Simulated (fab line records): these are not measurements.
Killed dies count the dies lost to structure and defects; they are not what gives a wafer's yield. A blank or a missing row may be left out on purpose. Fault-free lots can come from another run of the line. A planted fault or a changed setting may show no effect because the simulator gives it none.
Split-lot trial	flow n5 finfet	on a route of 1938 steps: 7 lots, 21 wafers read

== THE SPLIT ITSELF ==
At N5_BEOL_M11_TRENCH_ETCH_37 (etches SiCOH lowk in C4F6/O2, target depth 148.83 nm, time 48 s), the setting time s was moved away from the recipe's 48 s on 5 of the 21 wafers read, by -12.7% to +6.3%. This setting was run at the recipe's value on the other wafers.

== FROM THE SPLIT TO THE READING: what the file shows between them, 9 steps ==
- N5_BEOL_M11_DEGAS_44: time 60 s (also split here: temp c)
- N5_BEOL_M11_PRE_CLEAN_45: time 30 s
- N5_BEOL_M11_ALD_74: deposits TaN, target thk 2 nm, pulse time 2 s, purge time 3 s
- N5_BEOL_M11_ECD_50: material Cu, target thk 318 nm
- N5_BEOL_M11_ANNEAL_51: time 90 s
- N5_BEOL_M11_CMP_52: polishes, stops on SiCOH lowk, t overpolish 7 s, target thk 140 nm
- N5_BEOL_M11_THK_MEAS_53: measures by xrf
- N5_BEOL_M11_PRE_CLEAN_55: time 15 s
- N5_BEOL_M11_DEP_56: deposits SiCN from 3MS/NH3, target thk 30 nm, time 10.5 s

== THE READING ==
M11_RS (ohm/sq), read at N5_BEOL_M11_RS_MEAS_57 with a four-point probe. Fault-free wafers of this fab line usually give 0.1507 ohm/sq, standard deviation 0.0025 ohm/sq.

wafer	tool, chamber at the split	time s as run, s	against the recipe	M11_RS, ohm/sq	against lot-mates on the recipe
L081.1	rie diel-04, 2	48	recipe	0.1488	-
L081.3	rie diel-04, 1,3	41.89	-12.7%	0.1778	+0.0290
L081.6	rie diel-04, 1,3	41.89	-12.7%	0.1735	+0.0247
L084.3	rie diel-05, 0,0,1	48	recipe	0.1501	-
L084.4	rie diel-05, 0,0,1	48	recipe	0.1521	-
L084.6	rie diel-05, 0,0,1	48	recipe	0.1505	-
L082.1	rie diel-04, 2,0,1	48	recipe	0.1530	-
L082.4	rie diel-04, 2,0,1	48	recipe	0.1522	-
L082.5	rie diel-04, 2,0,1	48	recipe	0.1517	-
L085.1	rie diel-02, 0,1	48	recipe	0.1492	-
L085.3	rie diel-02, 0,1	48	recipe	0.1519	-
L085.5	rie diel-02, 1	43.18	-10.0%	0.1714	+0.0208
L088.4	rie diel-05, 1,3,2	48	recipe	0.1475	-
L088.5	rie diel-05, 1,3,2	48	recipe	0.1555	-
L088.6	rie diel-05, 1,3,2	48	recipe	0.1481	-
L096.1	rie diel-05, 3	51.01	+6.3%	0.1450	-0.0032
L096.2	rie diel-05, 0	48	recipe	0.1481	-
L096.4	rie diel-05, 0	48	recipe	0.1482	-
L097.1	rie diel-05, 0	45.05	-6.1%	0.1634	+0.0136
L097.4	rie diel-05, 3,2	48	recipe	0.1488	-
L097.5	rie diel-05, 3,2	48	recipe	0.1508	-
Where a row lists several chambers, the file gives one row for several wafers and doesn't say which wafer went through which chamber.

THE FIT
A straight line over all 21 wafers: M11_RS changes by -0.00189 ohm/sq for each +1% of time s; r = -0.96; the points scatter about the line by 0.0026 ohm/sq.
The same after taking each lot's own level away (the mean of its wafers on the recipe; 21 wafers): -0.00193 ohm/sq for each +1%; r = -0.96; scatter 0.0027 ohm/sq.
Per that fit: largest time s move, reading shift of 0.025 ohm/sq.
From 0.14815 to 0.15230 ohm/sq: that is the span of the lots' own levels, equal to 1.7 times the standard deviation above.
So the lot-to-lot level changes the slope little: the two slopes agree.
Check: for one of the wafers moved furthest among these (-12.7%), held out of the fit, the line's prediction against its lot-mates is +0.0236 ohm/sq. Against them it came out at +0.029 ohm/sq.

== FURTHER SPLITS ON THESE WAFERS ==
Note: prior to the reading, these wafers also went through further splits. Each is held against what the fit with the lots' levels taken away leaves over:
other split on the same wafers	wafers away from the commonest value	r with M11_RS (lot level and that fit taken away)
N5_BEOL_M8_DESCUM_16 time s	6	-0.08
N5_BEOL_M9_DESCUM_16 time s	3	+0.12
N5_BEOL_M9_COAT_63 spin rpm	9	-0.12
N5_BEOL_M11_ILD_DEP_00 time s	7	-0.06
N5_BEOL_M11_DEGAS_44 temp c	3	-0.28

== THE WHOLE CHAIN: every reading that the file lists as answering this split, in the file's order ==
step	what it does	reading	change (the file's fit)	r (the file's)
N5_BEOL_M11_CMP_52	polishes, stops on SiCOH lowk, t overpolish 7 s, target thk 140 nm	Cu_of_BEOL_M11_ECD_50.thk nm (the simulator's own value, which no gauge read)	+1.45 nm for each +1% of the setting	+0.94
N5_BEOL_M11_THK_MEAS_53	measures by xrf	M11_THK	+1.48 for each +1% of the setting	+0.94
N5_BEOL_M11_RS_MEAS_57	measures by four-point-probe	M11_RS	-0.00193 for each +1% of the setting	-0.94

== FILE'S OWN FIT ==
M11_RS changes by -0.00193 ohm/sq for each +1% of time s, r = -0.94.
